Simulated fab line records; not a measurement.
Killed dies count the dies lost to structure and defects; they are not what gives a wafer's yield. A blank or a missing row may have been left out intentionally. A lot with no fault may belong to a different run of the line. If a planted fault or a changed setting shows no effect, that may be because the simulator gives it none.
A struck lot beside a sound one + flow nandHarc + 14 out of 1302 route steps
Sound: wafers L826.3, L826.4, L826.6. Struck: wafer L833.2. Last of all comes the cause.
At each step with rows: each side's tool, then ch and its chambers, then its first start. Under that, the readings that differ: sound wafers + struck wafers + difference of the means + sigmas: that difference in standard deviations of wafers without a fault.
alike: same words and numbers on both sides, and readings whose means sit less than 2 such deviations apart. not compared: any withheld reading, any reading some wafer has no value for, any bound like >300 that may hide the same value, and any number with overlapping values for which the record gives no deviation.
Wherever a step has rows on one side only, a row that says differs or no value, or a row with sigmas, the two part there. Non-overlapping numbers with no deviation appear without sigmas and do not part them. Lack of a reading on every wafer of one side parts them only where that side has two or more wafers.

NHARC_A_CHANNEL_FILL_D1_ALD_16: deposits SiO2, target thk 1.5 nm, pulse time 10 s, ald cycles 15.
  sound on aldHk-02 ch 1,2, day 9 22:57; struck on aldHk-01 ch 3, day 12 21:56
| reading                 | sound             | struck | difference | sigmas |
|-------------------------|-------------------|--------|------------|--------|
| precursorPulseHeightRel | 0.972 0.979 0.975 | 1.042  | +0.067     | +3     |
  alike: heaterPowerW
then, 2 steps without rows for these wafers: NHARC_A_CHANNEL_FILL_D1_ANNEAL_17 (time 1800 s); NHARC_A_CHANNEL_FILL_D1_CVD_18 (deposits poly-Si, target thk 3 nm).
NHARC_A_CHANNEL_FILL_D1_ETCHBACK_19: etches the open film in HBr/Cl2, target depth 5 nm, time 1.7 s.
  sound on rieSi-02 ch 0,1,3, day 10 10:54; struck on rieSi-01 ch 3, day 13 09:39
  alike: chamberPressureMTorr, drypumpMotorCurrentA, oesProductAu, throttleValvePct
  not compared: rfHoursCounterH
NHARC_A_CHANNEL_FILL_D1_ETCHBACK_20: etches the open film in C4F8/O2/Ar, target depth 27 nm, time 13.5 s.
  sound on rieDiel-09 ch 0,1, day 10 11:01; struck on rieDiel-09 ch 2, day 13 09:47
  alike: chamberPressureMTorr, oesProductAu, rfVppV, runLengthS
  not compared: rfHoursCounterH
NHARC_A_CHANNEL_FILL_D1_STRIP_28: strips in O2, time 20 s.
  sound on rieDiel-09 ch 2,3, day 10 11:06; struck on rieDiel-09 ch 1, day 13 09:50
  alike: chamberPressureMTorr, drypumpMotorCurrentA, oesProductAu, rfVppV, showerheadPlenumPTorr, throttleValvePct
  not compared: rfHoursCounterH
then, 4 steps without rows for these wafers: NHARC_A_CHANNEL_FILL_D1_PRECLEAN_21 (cleans in dHF, time 30 s); NHARC_A_CHANNEL_FILL_D1_SRD_23; NHARC_A_CHANNEL_FILL_D1_CVD_05 (deposits poly-Si, target thk 5 nm); NHARC_A_CHANNEL_FILL_D1_ANNEAL_22 (time 7200 s).
NHARC_A_CHANNEL_FILL_D1_ALD_25: deposits SiOx, target thk 60 nm, pulse time 10 s, ald cycles 600.
  sound on aldHk-02 ch 0,1,2, day 11 00:19; struck on aldHk-03 ch 0, day 14 01:22
  alike: heaterPowerW, precursorPulseHeightRel
NHARC_A_CHANNEL_FILL_D1_ETCHBACK_08: etches the open film in C4F8, target depth 220 nm, time 110 s.
  sound on rieDiel-11 ch 1,3, day 11 05:51; struck on rieDiel-11 ch 0, day 14 05:41
| reading                      | sound                | struck | difference | sigmas      |
|------------------------------|----------------------|--------|------------|-------------|
| chamberPressureMTorr (mTorr) | 24.981 25.008 24.941 | 25.064 | +0.087     | +4          |
| rfVppV (V)                   | 444.8 440.1 444.4    | 437.0  | -6.1       | -2          |
| runLengthS (s)               | 130.8 130.8 130.9    | 173.9  | +43.1      | +99 or more |
  alike: oesProductAu
  not compared: rfHoursCounterH
then, 1 step without rows for these wafers: NHARC_A_CHANNEL_FILL_D1_STRIP_29 (strips in O2, time 20 s).
-- the record jumps here: 14 days lie between the struck wafers' starts before and after (it left off in module A_CHANNEL_FILL_D1 and takes up again in module END, whose first step shown is number 1302 of the route) --
NHARC_END_SORT_01:
  sound on prober-01 ch 0, day 24 20:01; struck on prober-01 ch 0, day 28 07:17
  alike: killedAtArray, killedAtOther, killedAtPeriphery, killedDies, killedOpen, killedShort

## WHERE THEY PART
Earliest at NHARC_A_CHANNEL_FILL_D1_ALD_16; latest, in this record, at NHARC_A_CHANNEL_FILL_D1_ETCHBACK_08. Later steps at which nothing parts them and some readings are alike: NHARC_END_SORT_01.

WHY: whatever the simulator had introduced
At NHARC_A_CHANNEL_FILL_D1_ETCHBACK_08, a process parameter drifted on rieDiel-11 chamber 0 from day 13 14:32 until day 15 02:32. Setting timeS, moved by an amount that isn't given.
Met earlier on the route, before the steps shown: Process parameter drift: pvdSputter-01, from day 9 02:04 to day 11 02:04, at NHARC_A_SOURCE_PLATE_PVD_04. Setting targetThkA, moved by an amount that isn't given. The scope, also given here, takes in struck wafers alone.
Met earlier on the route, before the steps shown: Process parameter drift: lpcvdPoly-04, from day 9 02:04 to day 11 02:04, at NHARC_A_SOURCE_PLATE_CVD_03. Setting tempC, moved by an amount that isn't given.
